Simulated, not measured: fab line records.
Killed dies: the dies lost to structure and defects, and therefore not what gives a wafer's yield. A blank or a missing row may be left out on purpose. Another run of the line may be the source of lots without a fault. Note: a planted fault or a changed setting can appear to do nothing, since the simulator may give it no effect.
Which of the tools did it? :: flow nand-harc :: route of 1302 steps, sampled at 1 step: 12 lots, 36 wafers

WHAT EACH GAUGE READ, for each wafer
NHARC_A_CONTACT_CD_MEAS_69: the cd target is 300 nm.
lot: L074
measured: day 22 14:52
on: cd-sem-03
cd-nm (nm): 299.7 300.1 299.5

lot: L077
measured: day 23 19:38
on: cd-sem-01
cd-nm (nm): 299.3 299.7 299.8

lot: L078
measured: day 24 08:11
on: cd-sem-02
cd-nm (nm): 299.9 299.8 299.1

lot: L081
measured: day 24 18:21
on: cd-sem-02
cd-nm (nm): 299.6 300.0 300.4

lot: L083
measured: day 25 08:32
on: cd-sem-02
cd-nm (nm): 300.6 300.8 300.4

lot: L084
measured: day 26 07:59
on: cd-sem-03
cd-nm (nm): 299.7 300.1 299.9

lot: L088
measured: day 27 14:44
on: cd-sem-02
cd-nm (nm): 300.1 300.3 300.2

lot: L089
measured: day 27 22:11
on: cd-sem-02
cd-nm (nm): 300.8 300.2 300.1

lot: L091
measured: day 29 17:36
on: cd-sem-03
cd-nm (nm): 299.9 300.4 300.1

lot: L092
measured: day 30 02:43
on: cd-sem-03
cd-nm (nm): 300.8 299.6 299.5

lot: L094
measured: day 30 20:04
on: cd-sem-01
cd-nm (nm): 300.5 300.2 300.0

lot: L097
measured: day 31 16:26
on: cd-sem-03
cd-nm (nm): 300.0 299.8 299.6

TOOL THAT RAN EACH LOT (tool first, then ch and the chambers of the sampled wafers, then the start)
The record shows no process step preceding these readings.

THE ANSWER, worked out from the rows above alone
Rule: the lots themselves supply what counts as usual. The widest of any qualifying gaps counts: lots, ordered by their means at a reading, are off when they make up no more than a third of the lots, leave a main group of 4 or more, and stand apart from it by 3 or more times the standard deviation of that group's means. Not used: any main group whose means are identical at the precision the tables above print for the reading. A lot without any number at a reading at which 4 lots or more have one is off too. The other lots that the step has rows for count as sound.
No lot is off on any of the readings shown, so nothing can be concluded from this.

WHAT THE SIMULATOR HAD INSERTED
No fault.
